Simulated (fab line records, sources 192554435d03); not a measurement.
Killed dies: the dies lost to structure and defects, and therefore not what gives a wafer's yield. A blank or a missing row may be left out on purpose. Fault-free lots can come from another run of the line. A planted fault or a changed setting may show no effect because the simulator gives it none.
Chamber matching :: flow n5_finfet :: 4 sister chambers for N5_BEOL_M8_VIA_ETCH_34 on rie_diel-02
The step etches SiCOH lowk in C4F6/O2, target depth 125.5 nm, time 50.5 s. 8 wafers are shown with their chamber, then 10 later ones without.

WAFERS WITH THEIR CHAMBER
wafer: L079.1
chamber: 0
throttle_valve_pct (%): 20.73
rf_vpp_V (V): 666

wafer: L080.4
chamber: 3
throttle_valve_pct (%): 21.15
rf_vpp_V (V): 673

wafer: L082.3
chamber: 0
throttle_valve_pct (%): 20.74
rf_vpp_V (V): 664

wafer: L082.4
chamber: 3
throttle_valve_pct (%): 21.17
rf_vpp_V (V): 674

wafer: L085.5
chamber: 2
throttle_valve_pct (%): 21.04
rf_vpp_V (V): 640

wafer: L085.6
chamber: 1
throttle_valve_pct (%): 20.45
rf_vpp_V (V): 655

wafer: L088.1
chamber: 2
throttle_valve_pct (%): 21.04
rf_vpp_V (V): 642

wafer: L088.3
chamber: 1
throttle_valve_pct (%): 20.45
rf_vpp_V (V): 655

WAFERS MISSING THEIR CHAMBER
wafer: L088.4
throttle_valve_pct (%): 20.77
rf_vpp_V (V): 666

wafer: L091.2
throttle_valve_pct (%): 20.48
rf_vpp_V (V): 656

wafer: L091.3
throttle_valve_pct (%): 20.83
rf_vpp_V (V): 673

wafer: L091.6
throttle_valve_pct (%): 20.80
rf_vpp_V (V): 666

wafer: L093.3
throttle_valve_pct (%): 21.05
rf_vpp_V (V): 642

wafer: L093.4
throttle_valve_pct (%): 20.46
rf_vpp_V (V): 656

wafer: L093.6
throttle_valve_pct (%): 20.48
rf_vpp_V (V): 656

wafer: L096.2
throttle_valve_pct (%): 20.86
rf_vpp_V (V): 671

wafer: L096.4
throttle_valve_pct (%): 20.49
rf_vpp_V (V): 655

wafer: L096.6
throttle_valve_pct (%): 21.07
rf_vpp_V (V): 643

WHICH CHAMBER EACH WENT THROUGH
wafer: L088.4
from the rows above: 0
in truth: 0

wafer: L091.2
from the rows above: 1
in truth: 1

wafer: L091.3
from the rows above: 0
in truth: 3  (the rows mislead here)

wafer: L091.6
from the rows above: 0
in truth: 0

wafer: L093.3
from the rows above: 2
in truth: 2

wafer: L093.4
from the rows above: 1
in truth: 1

wafer: L093.6
from the rows above: 1
in truth: 1

wafer: L096.2
from the rows above: 0
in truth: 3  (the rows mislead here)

wafer: L096.4
from the rows above: 1
in truth: 1

wafer: L096.6
from the rows above: 2
in truth: 2
Placed correctly: 8 of 10. Left unplaced by these rows: 0. Wrongly placed: 2.
How it was worked out, from the rows above alone: a wafer's distance from a chamber is the root of the sum, over the readings, of the square of ((its reading less the chamber's mean) divided by the reading's scatter). If the next closest chamber is less than 2 further off than the closest, the wafer can't be placed; otherwise it belongs to the closest. A chamber's mean is the mean of its shown wafers. The scatter: the root of (the sum of the squares of (reading less its chamber's mean) over the shown wafers, divided by (wafers less chambers)).
